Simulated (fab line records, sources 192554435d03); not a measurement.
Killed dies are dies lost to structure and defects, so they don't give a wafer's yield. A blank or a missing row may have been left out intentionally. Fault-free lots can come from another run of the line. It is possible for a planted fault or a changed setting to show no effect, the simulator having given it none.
Split-lot study	flow n5Finfet	21 wafers read from 7 lots, route of 1938 steps

THE SPLIT
At N5_BEOL_M14_ETCH_68 (etches SOC in N2/H2, time 450 s), the setting timeS was moved away from the recipe's 450 s on 9 of the 21 wafers read, by -10.2% to +21.5%. For the rest of the wafers, this setting stayed at what the recipe calls for.

The reading comes from the split's own step.

THE READING
SiARC_of_BEOL_M14_COAT_66.thkNm (the simulator's own value, which no gauge read), in nm, at N5_BEOL_M14_ETCH_68 (etches SOC in N2/H2, time 450 s). The file does not state a usual value for it. Average 65.3 nm, standard deviation 0.66 nm, over the 12 wafers here run with the recipe.

wafer	tool, chamber at the split	timeS as run, s	against the recipe	SiARC_of_BEOL_M14_COAT_66.thkNm, nm	against lot-mates on the recipe
L078.1	rieDiel-04, 1	404.1	-10.2%	71	+5.4
L078.3	rieDiel-04, 2	450	recipe	65.6	-
L078.4	rieDiel-04, 2	404.1	-10.2%	70	+4.4
L079.2	rieDiel-02, 2	450	recipe	65.2	-
L079.5	rieDiel-02, 3	450	recipe	64.2	-
L079.6	rieDiel-02, 1	490.9	+9.1%	62.4	-2.3
L081.3	rieDiel-02, 1	521.2	+15.8%	59.6	-5.7
L081.5	rieDiel-02, 3	450	recipe	64.6	-
L081.6	rieDiel-02, 1	450	recipe	66	-
L083.3	rieDiel-05, 3	546.9	+21.5%	57	-8.8
L083.4	rieDiel-05, 0	450	recipe	65.8	-
L083.5	rieDiel-05, 0	546.9	+21.5%	55.2	-10.6
L085.3	rieDiel-05, 2	450	recipe	64.4	-
L085.4	rieDiel-05, 0	509.8	+13.3%	59.6	-5.7
L085.5	rieDiel-05, 3	450	recipe	66.2	-
L090.1	rieDiel-04, 3,2	450	recipe	64.8	-
L090.3	rieDiel-04, 3,2	450	recipe	64.8	-
L090.4	rieDiel-04, 1	450	recipe	66	-
L095.4	rieDiel-05, 1	536	+19.1%	54.8	-10.8
L095.5	rieDiel-05, 0	450	recipe	65.6	-
L095.6	rieDiel-05, 2	536	+19.1%	55.6	-10.0
Where a row lists several chambers, the file gives one row for several wafers and doesn't say which wafer went through which chamber.

THE FIT
A straight line over all 21 wafers: SiARC_of_BEOL_M14_COAT_66.thkNm changes by -0.46 nm for each +1% of timeS; r = -0.98; the points scatter about the line by 0.93 nm.
The same after taking each lot's own level away (the mean of its wafers on the recipe; 21 wafers): -0.469 nm for each +1%; r = -0.98; scatter 0.97 nm.
That fit puts the effect of the largest move of timeS on the reading at 10 nm.
From 64.70 to 65.80 nm: that is the span of the lots' own levels, equal to 1.7 times the standard deviation above.
Consequently the slope shifts little with the lot-to-lot level, the two slopes agreeing.
Check: for one of the wafers moved furthest among these (+21.5%), held out of the fit, the line's prediction against its lot-mates is -10.3 nm. It came out at -8.8 nm against them.

ADDITIONAL SPLITS CARRIED BY THESE WAFERS
Other splits were also applied to these wafers ahead of the reading. Each is held against what the fit with the lots' levels taken away leaves over:
other split on the same wafers	wafers away from the commonest value	r with SiARC_of_BEOL_M14_COAT_66.thkNm (lot level and that fit taken away)
N5_BEOL_M7_DESCUM_33 timeS	4	-0.11
N5_BEOL_M7_TRENCH_ETCH_37 sourceW	7	+0.14
N5_BEOL_M8_TRENCH_ETCH_37 timeS	3	-0.24
N5_BEOL_M8_ALD_77 purgeTimeS	7	+0.27
N5_BEOL_M10_TRENCH_ETCH_37 biasW	5	-0.24
N5_BEOL_M13_COAT_04 spinRpm	7	-0.23

THE FILE'S OWN FIT
SiARC_of_BEOL_M14_COAT_66.thkNm changes by -0.447 nm for each +1% of timeS, r = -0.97.
